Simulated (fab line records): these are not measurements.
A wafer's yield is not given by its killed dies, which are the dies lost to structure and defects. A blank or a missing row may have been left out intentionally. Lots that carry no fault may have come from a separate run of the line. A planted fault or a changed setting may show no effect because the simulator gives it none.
The tool behind it: which one? + flow nand harc + Sampling: 13 lots, 39 wafers, 5 of 1159 route steps

WHAT THE GAUGES SHOWED, per wafer
NHARC_END_SORT_01. Usual: killed at array 29, standard deviation 8.4; killed at other 0.7, standard deviation 1.2; killed at periphery 3.8, standard deviation 2.1; killed dies 33, standard deviation 9; killed open 3.4, standard deviation 2; killed short 2.1, standard deviation 1.4.
| lot  | measured     | on        | killed at array | killed at other | killed at periphery | killed dies | killed open | killed short | flag |
|------|--------------|-----------|-----------------|-----------------|---------------------|-------------|-------------|--------------|------|
| L380 | day 22 07:05 | prober-02 | 674 672 675     | 0 2 0           | 3 3 2               | 677 677 677 | 3 3 1       | 0 1 1        | OFF  |
| L384 | day 22 14:53 | prober-02 | 672 670 675     | 0 0 0           | 5 7 2               | 677 677 677 | 3 2 2       | 1 2 1        | OFF  |

EACH LOT AND THE TOOL THAT RAN IT (in order: tool; ch and the chambers of the sampled wafers; start)
| lot  | NHARC_A_STAIRCASE_ETCH_253         | NHARC_A_STAIRCASE_ETCH_294                    | NHARC_A_STAIRCASE_DEP_301       | NHARC_A_STAIRCASE_HM_OPEN_463                 |
|------|------------------------------------|-----------------------------------------------|---------------------------------|-----------------------------------------------|
| L374 | rie diel-12 ch 0,1,3, day 11 14:31 | rie diel-12 ch 1,2, day 11 23:19 or earlier   | pecvd-04 ch 0,2, day 11 23:19   | rie diel-06 ch 0,3, no start                  |
| L378 | rie diel-12 ch 1,2, day 12 12:42   | rie diel-12 ch 0,1,3, day 12 22:05 or earlier | pecvd-02 ch 1,2, day 12 22:05   | rie diel-08 ch 0,1, no start                  |
| L380 | rie diel-08 ch 0,1,2, day 13 09:46 | rie diel-12 ch 1,2, day 13 19:28 or earlier   | pecvd-04 ch 0,1,2, day 13 19:28 | rie diel-06 ch 1,2,3, day 22 07:05 or earlier |
| L384 | rie diel-12 ch 1,2,3, day 13 22:11 | rie diel-06 ch 1,2, day 14 06:08 or earlier   | pecvd-04 ch 0,1,2, day 14 06:08 | rie diel-08 ch 2,3, day 22 14:53 or earlier   |
| L387 | rie diel-08 ch 1,2,3, day 14 19:35 | rie diel-08 ch 0,1,3, day 15 04:31 or earlier | pecvd-04 ch 0,1, day 15 04:31   | rie diel-12 ch 0,1,2, no start                |
| L388 | rie diel-06 ch 0,1,2, day 15 02:19 | rie diel-06 ch 1,2, day 15 11:25 or earlier   | pecvd-04 ch 0,1,2, day 15 11:25 | rie diel-12 ch 0,2,3, no start                |
| L389 | rie diel-08 ch 0,1,3, day 15 12:59 | rie diel-08 ch 0,1, day 15 23:59 or earlier   | pecvd-04 ch 0,2, day 15 23:59   | rie diel-08 ch 0,1, no start                  |
| L392 | rie diel-12 ch 0,1,2, day 15 17:47 | rie diel-12 ch 0,1,3, day 16 02:50 or earlier | pecvd-04 ch 0,1,2, day 16 02:50 | rie diel-12 ch 0,2,3, no start                |
| L391 | rie diel-06 ch 0,2,3, day 15 18:43 | rie diel-12 ch 1,2, day 16 04:41 or earlier   | pecvd-01 ch 1,2, day 16 04:41   | rie diel-12 ch 0,1, no start                  |
| L393 | rie diel-12 ch 1,2,3, day 16 04:13 | rie diel-08 ch 1,2,3, day 16 13:46 or earlier | pecvd-02 ch 0,1, day 16 13:46   | rie diel-06 ch 1,2,3, no start                |
| L394 | rie diel-06 ch 1,2, day 16 04:59   | rie diel-12 ch 1,2, day 16 14:40 or earlier   | pecvd-02 ch 0,1, day 16 14:40   | rie diel-08 ch 0,3, no start                  |
| L396 | rie diel-08 ch 1,2,3, day 16 20:44 | rie diel-08 ch 1,2,3, day 17 06:23 or earlier | pecvd-04 ch 0,1, day 17 06:23   | rie diel-08 ch 0,2,3, no start                |
| L395 | rie diel-06 ch 2,3, day 17 05:57   | rie diel-12 ch 0,1,2, day 17 15:41 or earlier | pecvd-01 ch 0,2, day 17 15:41   | rie diel-06 ch 0,3, no start                  |
- NHARC_A_STAIRCASE_ETCH_253: etches the open film in C4F8/O2, target depth 50 nm, time 20.2 s.
- NHARC_A_STAIRCASE_ETCH_294: etches the open film in C4F8/O2/Ar, target depth 4992 nm, time 1212.4 s.
- NHARC_A_STAIRCASE_DEP_301: deposits SiON, target thk 30 nm.
- NHARC_A_STAIRCASE_HM_OPEN_463: chemistry O2/COS.

WHAT THE TOOLS THEMSELVES READ (means of the sampled wafers that have a number; where no wafer has one, the mark that the record gives instead)
NHARC_A_STAIRCASE_ETCH_253. Usual: oes product au 0.948 a.u., standard deviation 0.02; rf vpp V 896 V, standard deviation 4.6.
| lot  | tool        | oes product au (a.u.) | rf vpp V (V) | flag |
|------|-------------|-----------------------|--------------|------|
| L374 | rie diel-12 | 0.939                 | 897          |      |
| L378 | rie diel-12 | 0.962                 | 898          |      |
| L380 | rie diel-08 | 0.968                 | 894          |      |
| L384 | rie diel-12 | 0.914                 | 896          |      |
| L387 | rie diel-08 | 0.948                 | 895          |      |
| L388 | rie diel-06 | 0.966                 | 897          |      |
| L389 | rie diel-08 | 0.965                 | 895          |      |
| L392 | rie diel-12 | 0.940                 | 897          |      |
| L391 | rie diel-06 | 0.952                 | 898          |      |
| L393 | rie diel-12 | 0.928                 | 896          |      |
| L394 | rie diel-06 | 0.968                 | 898          |      |
| L396 | rie diel-08 | 0.952                 | 894          |      |
| L395 | rie diel-06 | 0.959                 | 900          |      |

NHARC_A_STAIRCASE_ETCH_294. Usual: oes product au 0.932 a.u., standard deviation 0.013; rf vpp V 1826 V, standard deviation 9.2.
| lot  | tool        | oes product au (a.u.) | rf vpp V (V) | flag |
|------|-------------|-----------------------|--------------|------|
| L374 | rie diel-12 | 0.922                 | 1830         |      |
| L378 | rie diel-12 | 0.934                 | 1828         |      |
| L380 | rie diel-12 | 0.925                 | 1833         |      |
| L384 | rie diel-06 | 0.935                 | 1833         |      |
| L387 | rie diel-08 | 0.924                 | 1826         |      |
| L388 | rie diel-06 | 0.927                 | 1834         |      |
| L389 | rie diel-08 | 0.928                 | 1824         |      |
| L392 | rie diel-12 | 0.917                 | 1826         |      |
| L391 | rie diel-12 | 0.940                 | 1829         |      |
| L393 | rie diel-08 | 0.935                 | 1822         |      |
| L394 | rie diel-12 | 0.943                 | 1829         |      |
| L396 | rie diel-08 | 0.922                 | 1823         |      |
| L395 | rie diel-12 | 0.926                 | 1828         |      |

NHARC_A_STAIRCASE_DEP_301. Usual: chamber pressure Torr 3.499 Torr, standard deviation 0.009; heater power outer w 451 W, standard deviation 57; heater power w 753 W, standard deviation 73.
| lot  | tool     | chamber pressure Torr (Torr) | heater power outer w (W) | heater power w (W) | flag |
|------|----------|------------------------------|--------------------------|--------------------|------|
| L374 | pecvd-04 | 3.504                        | 467                      | 753                |      |
| L378 | pecvd-02 | 3.498                        | 419                      | 733                |      |
| L380 | pecvd-04 | -                            | -                        | -                  | OFF  |
| L384 | pecvd-04 | -                            | -                        | -                  | OFF  |
| L387 | pecvd-04 | 3.493                        | 507                      | 826                |      |
| L388 | pecvd-04 | 3.502                        | 489                      | 803                |      |
| L389 | pecvd-04 | 3.499                        | 514                      | 825                |      |
| L392 | pecvd-04 | 3.503                        | 471                      | 765                |      |
| L391 | pecvd-01 | 3.513                        | 395                      | 685                |      |
| L393 | pecvd-02 | 3.495                        | 417                      | 717                |      |
| L394 | pecvd-02 | 3.500                        | 434                      | 747                |      |
| L396 | pecvd-04 | 3.504                        | 521                      | 857                |      |
| L395 | pecvd-01 | 3.498                        | 410                      | 690                |      |

NHARC_A_STAIRCASE_HM_OPEN_463. Usual: drypump motor current A 5.7 A, standard deviation 0.49; mfc ar sccm 0.004 sccm, standard deviation 0.0087; oes product au 0.997 a.u., standard deviation 0.0099; rf vpp V 466.9 V, standard deviation 2.4; showerhead plenum p Torr 3.11 Torr, standard deviation 0.11; throttle valve pct 28.330 %, standard deviation 0.0089.
| lot  | tool        | drypump motor current A (A) | mfc ar sccm (sccm) | oes product au (a.u.) | rf vpp V (V) | showerhead plenum p Torr (Torr) | throttle valve pct (%) | flag |
|------|-------------|-----------------------------|--------------------|-----------------------|--------------|---------------------------------|------------------------|------|
| L374 | rie diel-06 | 5.5                         | 0.019              | 1.001                 | 468.1        | 3.13                            | 28.325                 |      |
| L378 | rie diel-08 | 6.3                         | 0.003              | 1.001                 | 469.1        | 3.18                            | 28.333                 |      |
| L380 | rie diel-06 | 6.1                         | 0.000              | 0.999                 | 469.6        | 3.22                            | 28.331                 |      |
| L384 | rie diel-08 | 5.6                         | 0.000              | 0.997                 | 464.3        | 2.97                            | 28.325                 |      |
| L387 | rie diel-12 | 5.8                         | 0.006              | 0.995                 | 468.4        | 3.14                            | 28.335                 |      |
| L388 | rie diel-12 | 5.3                         | 0.006              | 0.997                 | 467.2        | 3.08                            | 28.328                 |      |
| L389 | rie diel-08 | 6.3                         | 0.003              | 1.004                 | 467.8        | 3.17                            | 28.332                 |      |
| L392 | rie diel-12 | 5.4                         | 0.006              | 0.998                 | 466.4        | 3.07                            | 28.331                 |      |
| L391 | rie diel-12 | 5.9                         | 0.006              | 0.986                 | 468.1        | 3.18                            | 28.335                 |      |
| L393 | rie diel-06 | 6.0                         | 0.000              | 0.996                 | 468.6        | 3.21                            | 28.328                 |      |
| L394 | rie diel-08 | 5.4                         | 0.003              | 0.992                 | 464.9        | 3.03                            | 28.335                 |      |
| L396 | rie diel-08 | 5.6                         | 0.003              | 1.003                 | 464.1        | 2.99                            | 28.321                 |      |
| L395 | rie diel-06 | 5.8                         | 0.009              | 0.993                 | 468.1        | 3.17                            | 28.331                 |      |

THE ANSWER, worked out from the rows above alone
Rule: take the mean of a lot's wafers that have a number; if it is more than 3 standard deviations from the usual mean, the lot is off. Also off: a lot with no number at a reading for which 4 or more lots have one. Where the step has rows for the other lots, those lots are counted as sound. First the gauges in route order, then the tools' own readings, where a lot's mean is used as printed above. The first step at which some lot is off is used, and at that step the reading that is off furthest; a lot without a number counts as furthest.
Off at NHARC_END_SORT_01 (killed at array): L380, L384. Neither off nor sound, because the step has no rows for them: L374, L378, L387, L388, L389, L392, L391, L393, L394, L396, L395.
A tool fits if, at a process step before that reading, it ran every lot that is off, and no sound lot after the first of them. Not tried: the gauges at NHARC_END_SORT_01; whatever is off there is also off at NHARC_A_STAIRCASE_DEP_301, on other tools, and gauge error can't account for it. Because NHARC_A_STAIRCASE_ETCH_294 lacks a start for some lots, the hours and order of its lots are taken from NHARC_A_STAIRCASE_DEP_301. Because NHARC_A_STAIRCASE_HM_OPEN_463 lacks a start for some lots, the hours and order of its lots are taken from NHARC_END_SORT_01. One candidate fits, namely pecvd-04 at NHARC_A_STAIRCASE_DEP_301. It ran no sound lot before its first lot that is off in this sample, so the start can't be narrowed down.

WHAT THE SIMULATOR HAD PUT IN
Step skipped in full: pecvd-04, at NHARC_A_STAIRCASE_DEP_301, from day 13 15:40 onward. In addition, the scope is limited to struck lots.
Lots struck among those shown: L380, L384. The rule above reached the same finding.
